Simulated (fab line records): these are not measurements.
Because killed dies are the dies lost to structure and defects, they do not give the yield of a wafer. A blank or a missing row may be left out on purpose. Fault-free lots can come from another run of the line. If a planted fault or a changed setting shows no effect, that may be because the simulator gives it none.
Split-lot experiment | flow n5 finfet | 21 wafers read from 7 lots, route of 1938 steps

== THE SPLIT ==
At N5_BEOL_M3_COAT_68 (time 60 s, resist thk 12 nm), the setting spin rpm was moved away from the recipe's 1500 rpm on 5 of the 21 wafers read, by -10.7% to +10.8%. This setting was run at the recipe's value on the other wafers.

Reading taken at the split's own step.

== THE READING ==
SiARC_of_BEOL_M3_COAT_68.thk nm (the simulator's own value, which no gauge read), in nm, at N5_BEOL_M3_COAT_68 (time 60 s, resist thk 12 nm). There is no usual value for it anywhere in the file.

wafer  | tool, chamber at the split | spin rpm as run, rpm | against the recipe | SiARC_of_BEOL_M3_COAT_68.thk nm, nm | against lot-mates on the recipe
L074.1 | litho track-02, 0          | 1500                 | recipe             | 12                                  | -
L074.6 | litho track-02, 0          | 1500                 | recipe             | 12                                  | -
L074.5 | litho track-02, 0          | 1626                 | +8.4%              | 11.6                                | -0.4
L076.1 | litho track-05, 0          | 1340                 | -10.7%             | 12.8                                | +0.8
L076.5 | litho track-05, 0          | 1340                 | -10.7%             | 12.8                                | +0.8
L076.6 | litho track-05, 0          | 1500                 | recipe             | 12                                  | -
L084.1 | litho track-03, 0          | 1500                 | recipe             | 12                                  | -
L084.3 | litho track-03, 0          | 1500                 | recipe             | 12                                  | -
L084.6 | litho track-03, 0          | 1500                 | recipe             | 12                                  | -
L085.1 | litho track-02, 0          | 1500                 | recipe             | 12                                  | -
L085.5 | litho track-02, 0          | 1500                 | recipe             | 12                                  | -
L085.6 | litho track-02, 0          | 1500                 | recipe             | 12                                  | -
L087.1 | litho track-05, 0          | 1500                 | recipe             | 12                                  | -
L087.2 | litho track-05, 0          | 1662                 | +10.8%             | 11.4                                | -0.6
L087.3 | litho track-05, 0          | 1662                 | +10.8%             | 11.4                                | -0.6
L089.4 | litho track-05, 0          | 1500                 | recipe             | 12                                  | -
L089.5 | litho track-05, 0          | 1500                 | recipe             | 12                                  | -
L089.6 | litho track-05, 0          | 1500                 | recipe             | 12                                  | -
L094.2 | litho track-05, 0          | 1500                 | recipe             | 12                                  | -
L094.5 | litho track-05, 0          | 1500                 | recipe             | 12                                  | -
L094.6 | litho track-05, 0          | 1500                 | recipe             | 12                                  | -

THE FIT
A straight line over all 21 wafers: SiARC_of_BEOL_M3_COAT_68.thk nm changes by -0.0633 nm for each +1% of spin rpm; r = -0.99; the points scatter about the line by 0.05 nm.
The same after taking each lot's own level away (the mean of its wafers on the recipe; 21 wafers): -0.0633 nm for each +1%; r = -0.99; scatter 0.05 nm.
The reading moves by 0.68 nm for the largest change in spin rpm, on that fit.
The lots' own levels span 12.00 to 12.00 nm.
So the lot-to-lot level changes the slope little: the two slopes agree.
Check: -0.676 nm against its lot-mates is what the line predicts for one of the wafers moved furthest among these (+10.8%) when that wafer is left out of the fit. Against them it came out at -0.6 nm.

== FURTHER SPLITS ON THESE WAFERS ==
Before the reading, these wafers also passed through other splits. Each is held against what the fit with the lots' levels taken away leaves over:
other split on the same wafers          | wafers away from the commonest value | r with SiARC_of_BEOL_M3_COAT_68.thk nm (lot level and that fit taken away)
N5_GATE_CUT_DESCUM_18 time s            | 5                                    | +0.30
N5_MOL_CONTACT_COAG_ETCH_110 bias w     | 9                                    | +0.21
N5_MOL_CONTACT_COAG_ETCHBACK_135 time s | 7                                    | +0.46
N5_BEOL_M0_SAQP_COAT_08 spin rpm        | 6                                    | +0.06
N5_BEOL_M1_COAT_61 spin rpm             | 4                                    | +0.23
N5_BEOL_M2_DESCUM_16 time s             | 9                                    | +0.38
N5_BEOL_M2_COAT_68 spin rpm             | 6                                    | -0.19

== THE FILE'S OWN FIT ==
SiARC_of_BEOL_M3_COAT_68.thk nm changes by -0.061 nm for each +1% of spin rpm, r = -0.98.
